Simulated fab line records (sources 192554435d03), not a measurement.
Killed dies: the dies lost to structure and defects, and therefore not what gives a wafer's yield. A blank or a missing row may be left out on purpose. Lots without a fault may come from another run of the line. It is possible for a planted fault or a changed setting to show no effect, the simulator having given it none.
Split-lot study :: flow n5Finfet :: 39 wafers read from 7 lots, route of 1938 steps

ABOUT THE SPLIT
At N5_BEOL_M3_ETCH_64 (etches SOC in N2/H2, target depth 75 nm, overetch 15 nm, time 112.5 s), the setting timeS was moved away from the recipe's 112.5 s on 12 of the 39 wafers read, by -28.8% to +51.5%. For the rest of the wafers, this setting stayed at what the recipe calls for.

The reading is taken at the split's own step.

THE READING
SiARC_of_BEOL_M3_COAT_62.thkNm (the simulator's own value, which no gauge read), in nm, at N5_BEOL_M3_ETCH_64 (etches SOC in N2/H2, target depth 75 nm, overetch 15 nm, time 112.5 s). The file does not state a usual value for it. Across the 27 wafers here that went through the recipe, the average is 6.8 nm and the standard deviation 0.093 nm.

wafer: L080.1
tool, chamber at the split: rieDiel-03, 2
timeS as run, s: 112.5
against the recipe: recipe
SiARC_of_BEOL_M3_COAT_62.thkNm, nm: 6.6
against lot-mates on the recipe: -

wafer: L080.5
tool, chamber at the split: rieDiel-03, 2
timeS as run, s: 112.5
against the recipe: recipe
SiARC_of_BEOL_M3_COAT_62.thkNm, nm: 6.6
against lot-mates on the recipe: -

wafer: L080.2
tool, chamber at the split: rieDiel-03, 1,0,1
timeS as run, s: 112.5
against the recipe: recipe
SiARC_of_BEOL_M3_COAT_62.thkNm, nm: 6.8
against lot-mates on the recipe: -

wafer: L080.4
tool, chamber at the split: rieDiel-03, 1,0,1
timeS as run, s: 112.5
against the recipe: recipe
SiARC_of_BEOL_M3_COAT_62.thkNm, nm: 6.8
against lot-mates on the recipe: -

wafer: L080.6
tool, chamber at the split: rieDiel-03, 1,0,1
timeS as run, s: 112.5
against the recipe: recipe
SiARC_of_BEOL_M3_COAT_62.thkNm, nm: 6.8
against lot-mates on the recipe: -

wafer: L080.3
tool, chamber at the split: rieDiel-03, 3
timeS as run, s: 112.5
against the recipe: recipe
SiARC_of_BEOL_M3_COAT_62.thkNm, nm: 7
against lot-mates on the recipe: -

wafer: L081.1
tool, chamber at the split: rieDiel-01, 2,2,0
timeS as run, s: 112.5
against the recipe: recipe
SiARC_of_BEOL_M3_COAT_62.thkNm, nm: 7
against lot-mates on the recipe: -

wafer: L081.4
tool, chamber at the split: rieDiel-01, 2,2,0
timeS as run, s: 112.5
against the recipe: recipe
SiARC_of_BEOL_M3_COAT_62.thkNm, nm: 7
against lot-mates on the recipe: -

wafer: L081.5
tool, chamber at the split: rieDiel-01, 2,2,0
timeS as run, s: 112.5
against the recipe: recipe
SiARC_of_BEOL_M3_COAT_62.thkNm, nm: 7
against lot-mates on the recipe: -

wafer: L081.2
tool, chamber at the split: rieDiel-01, 3
timeS as run, s: 170.4
against the recipe: +51.5%
SiARC_of_BEOL_M3_COAT_62.thkNm, nm: 4.2
against lot-mates on the recipe: -2.8

wafer: L081.6
tool, chamber at the split: rieDiel-01, 3
timeS as run, s: 170.4
against the recipe: +51.5%
SiARC_of_BEOL_M3_COAT_62.thkNm, nm: 4.2
against lot-mates on the recipe: -2.8

wafer: L081.3
tool, chamber at the split: rieDiel-01, 0
timeS as run, s: 170.4
against the recipe: +51.5%
SiARC_of_BEOL_M3_COAT_62.thkNm, nm: 4.4
against lot-mates on the recipe: -2.6

wafer: L086.1
tool, chamber at the split: rieDiel-01, 2,1,2
timeS as run, s: 112.5
against the recipe: recipe
SiARC_of_BEOL_M3_COAT_62.thkNm, nm: 6.8
against lot-mates on the recipe: -

wafer: L086.3
tool, chamber at the split: rieDiel-01, 2,1,2
timeS as run, s: 112.5
against the recipe: recipe
SiARC_of_BEOL_M3_COAT_62.thkNm, nm: 6.8
against lot-mates on the recipe: -

wafer: L086.6
tool, chamber at the split: rieDiel-01, 2,1,2
timeS as run, s: 112.5
against the recipe: recipe
SiARC_of_BEOL_M3_COAT_62.thkNm, nm: 6.8
against lot-mates on the recipe: -

wafer: L086.2
tool, chamber at the split: rieDiel-01, 3,1
timeS as run, s: 159.7
against the recipe: +42.0%
SiARC_of_BEOL_M3_COAT_62.thkNm, nm: 4.8
against lot-mates on the recipe: -2.0

wafer: L086.5
tool, chamber at the split: rieDiel-01, 3,1
timeS as run, s: 159.7
against the recipe: +42.0%
SiARC_of_BEOL_M3_COAT_62.thkNm, nm: 4.8
against lot-mates on the recipe: -2.0

wafer: L086.4
tool, chamber at the split: rieDiel-01, 0
timeS as run, s: 159.7
against the recipe: +42.0%
SiARC_of_BEOL_M3_COAT_62.thkNm, nm: 5
against lot-mates on the recipe: -1.8

wafer: L087.1
tool, chamber at the split: rieDiel-01, 3,1,2,3,2,1
timeS as run, s: 112.5
against the recipe: recipe
SiARC_of_BEOL_M3_COAT_62.thkNm, nm: 6.8
against lot-mates on the recipe: -

wafer: L087.2
tool, chamber at the split: rieDiel-01, 3,1,2,3,2,1
timeS as run, s: 112.5
against the recipe: recipe
SiARC_of_BEOL_M3_COAT_62.thkNm, nm: 6.8
against lot-mates on the recipe: -

wafer: L087.3
tool, chamber at the split: rieDiel-01, 3,1,2,3,2,1
timeS as run, s: 112.5
against the recipe: recipe
SiARC_of_BEOL_M3_COAT_62.thkNm, nm: 6.8
against lot-mates on the recipe: -

wafer: L087.4
tool, chamber at the split: rieDiel-01, 3,1,2,3,2,1
timeS as run, s: 112.5
against the recipe: recipe
SiARC_of_BEOL_M3_COAT_62.thkNm, nm: 6.8
against lot-mates on the recipe: -

wafer: L087.5
tool, chamber at the split: rieDiel-01, 3,1,2,3,2,1
timeS as run, s: 112.5
against the recipe: recipe
SiARC_of_BEOL_M3_COAT_62.thkNm, nm: 6.8
against lot-mates on the recipe: -

wafer: L087.6
tool, chamber at the split: rieDiel-01, 3,1,2,3,2,1
timeS as run, s: 112.5
against the recipe: recipe
SiARC_of_BEOL_M3_COAT_62.thkNm, nm: 6.8
against lot-mates on the recipe: -

wafer: L092.1
tool, chamber at the split: rieDiel-01, 3
timeS as run, s: 83.65
against the recipe: -25.6%
SiARC_of_BEOL_M3_COAT_62.thkNm, nm: 8
against lot-mates on the recipe: +1.2

wafer: L092.2
tool, chamber at the split: rieDiel-01, 2,1,1
timeS as run, s: 112.5
against the recipe: recipe
SiARC_of_BEOL_M3_COAT_62.thkNm, nm: 6.8
against lot-mates on the recipe: -

wafer: L092.3
tool, chamber at the split: rieDiel-01, 2,1,1
timeS as run, s: 112.5
against the recipe: recipe
SiARC_of_BEOL_M3_COAT_62.thkNm, nm: 6.8
against lot-mates on the recipe: -

wafer: L092.6
tool, chamber at the split: rieDiel-01, 2,1,1
timeS as run, s: 112.5
against the recipe: recipe
SiARC_of_BEOL_M3_COAT_62.thkNm, nm: 6.8
against lot-mates on the recipe: -

wafer: L092.4
tool, chamber at the split: rieDiel-01, 0
timeS as run, s: 83.65
against the recipe: -25.6%
SiARC_of_BEOL_M3_COAT_62.thkNm, nm: 8.2
against lot-mates on the recipe: +1.4

wafer: L092.5
tool, chamber at the split: rieDiel-01, 0
timeS as run, s: 83.65
against the recipe: -25.6%
SiARC_of_BEOL_M3_COAT_62.thkNm, nm: 8.2
against lot-mates on the recipe: +1.4

wafer: L093.2
tool, chamber at the split: rieDiel-01, 3,2,3
timeS as run, s: 112.5
against the recipe: recipe
SiARC_of_BEOL_M3_COAT_62.thkNm, nm: 6.8
against lot-mates on the recipe: -

wafer: L093.4
tool, chamber at the split: rieDiel-01, 3,2,3
timeS as run, s: 112.5
against the recipe: recipe
SiARC_of_BEOL_M3_COAT_62.thkNm, nm: 6.8
against lot-mates on the recipe: -

wafer: L093.6
tool, chamber at the split: rieDiel-01, 3,2,3
timeS as run, s: 112.5
against the recipe: recipe
SiARC_of_BEOL_M3_COAT_62.thkNm, nm: 6.8
against lot-mates on the recipe: -

wafer: L097.1
tool, chamber at the split: rieDiel-04, 0
timeS as run, s: 80.11
against the recipe: -28.8%
SiARC_of_BEOL_M3_COAT_62.thkNm, nm: 8.2
against lot-mates on the recipe: +1.4

wafer: L097.2
tool, chamber at the split: rieDiel-04, 3,1,3
timeS as run, s: 112.5
against the recipe: recipe
SiARC_of_BEOL_M3_COAT_62.thkNm, nm: 6.8
against lot-mates on the recipe: -

wafer: L097.3
tool, chamber at the split: rieDiel-04, 3,1,3
timeS as run, s: 112.5
against the recipe: recipe
SiARC_of_BEOL_M3_COAT_62.thkNm, nm: 6.8
against lot-mates on the recipe: -

wafer: L097.6
tool, chamber at the split: rieDiel-04, 3,1,3
timeS as run, s: 112.5
against the recipe: recipe
SiARC_of_BEOL_M3_COAT_62.thkNm, nm: 6.8
against lot-mates on the recipe: -

wafer: L097.4
tool, chamber at the split: rieDiel-04, 2
timeS as run, s: 80.11
against the recipe: -28.8%
SiARC_of_BEOL_M3_COAT_62.thkNm, nm: 8.4
against lot-mates on the recipe: +1.6

wafer: L097.5
tool, chamber at the split: rieDiel-04, 0
timeS as run, s: 80.11
against the recipe: -28.8%
SiARC_of_BEOL_M3_COAT_62.thkNm, nm: 8
against lot-mates on the recipe: +1.2
Where a row lists several chambers, the file gives one row for several wafers and doesn't say which wafer went through which chamber.

THE FIT
A straight line over all 39 wafers: SiARC_of_BEOL_M3_COAT_62.thkNm changes by -0.0487 nm for each +1% of timeS; r = -0.99; the points scatter about the line by 0.11 nm.
The same after taking each lot's own level away (the mean of its wafers on the recipe; 39 wafers): -0.0503 nm for each +1%; r = -0.99; scatter 0.11 nm.
On that fit, the largest move of timeS shifts the reading by 2.6 nm.
From 6.77 to 7.00 nm: that is the span of the lots' own levels, equal to 2.5 times the standard deviation above.
Consequently the slope shifts little with the lot-to-lot level, the two slopes agreeing.
Check: with one of the wafers moved furthest among these (+51.5%) left out of the fit, the line predicts -2.54 nm for it against its lot-mates. It came out at -2.8 nm against them.

THE OTHER SPLITS THESE WAFERS WENT THROUGH
Note: prior to the reading, these wafers also went through further splits. Each is held against what the fit with the lots' levels taken away leaves over:
other split on the same wafers: N5_ZERO_LAYER_DEVELOP_10 developTimeS
wafers away from the commonest value: 12
r with SiARC_of_BEOL_M3_COAT_62.thkNm (lot level and that fit taken away): +0.08

other split on the same wafers: N5_DUMMY_GATE_HM_DEP_06 targetThkA
wafers away from the commonest value: 6
r with SiARC_of_BEOL_M3_COAT_62.thkNm (lot level and that fit taken away): -0.01

other split on the same wafers: N5_SD_EPI_N_ETCH_45 targetDepthA
wafers away from the commonest value: 15
r with SiARC_of_BEOL_M3_COAT_62.thkNm (lot level and that fit taken away): -0.15

other split on the same wafers: N5_GATE_CUT_ETCH_58 targetDepthA
wafers away from the commonest value: 15
r with SiARC_of_BEOL_M3_COAT_62.thkNm (lot level and that fit taken away): -0.08

other split on the same wafers: N5_MOL_CONTACT_COAG_PECVD_31 timeS
wafers away from the commonest value: 12
r with SiARC_of_BEOL_M3_COAT_62.thkNm (lot level and that fit taken away): -0.09

other split on the same wafers: N5_BEOL_M1_HM_DEP_02 targetThkA
wafers away from the commonest value: 18
r with SiARC_of_BEOL_M3_COAT_62.thkNm (lot level and that fit taken away): +0.20

THE WHOLE CHAIN: every reading that the file lists as answering this split, in the file's order
step: N5_BEOL_M3_ETCH_64
what it does: etches SOC in N2/H2, target depth 75 nm, overetch 15 nm, time 112.5 s
reading: SiARC_of_BEOL_M3_COAT_62.thkNm (the simulator's own value, which no gauge read)
change (the file's fit): -0.0503 nm for each +1% of the setting
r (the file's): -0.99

step: N5_BEOL_M3_HM_OPEN_17
what it does: chemistry Cl2/BCl3, target TiN, target depth 20 nm, overetch 6 nm
reading: etch.depthNm (the simulator's own value, which no gauge read)
change (the file's fit): not straight: 19.94 at the lowest setting, 19.96 at the recipe, 14.48 at the highest
r (the file's): not given

FILE'S OWN FIT
SiARC_of_BEOL_M3_COAT_62.thkNm changes by -0.0503 nm for each +1% of timeS, r = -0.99.
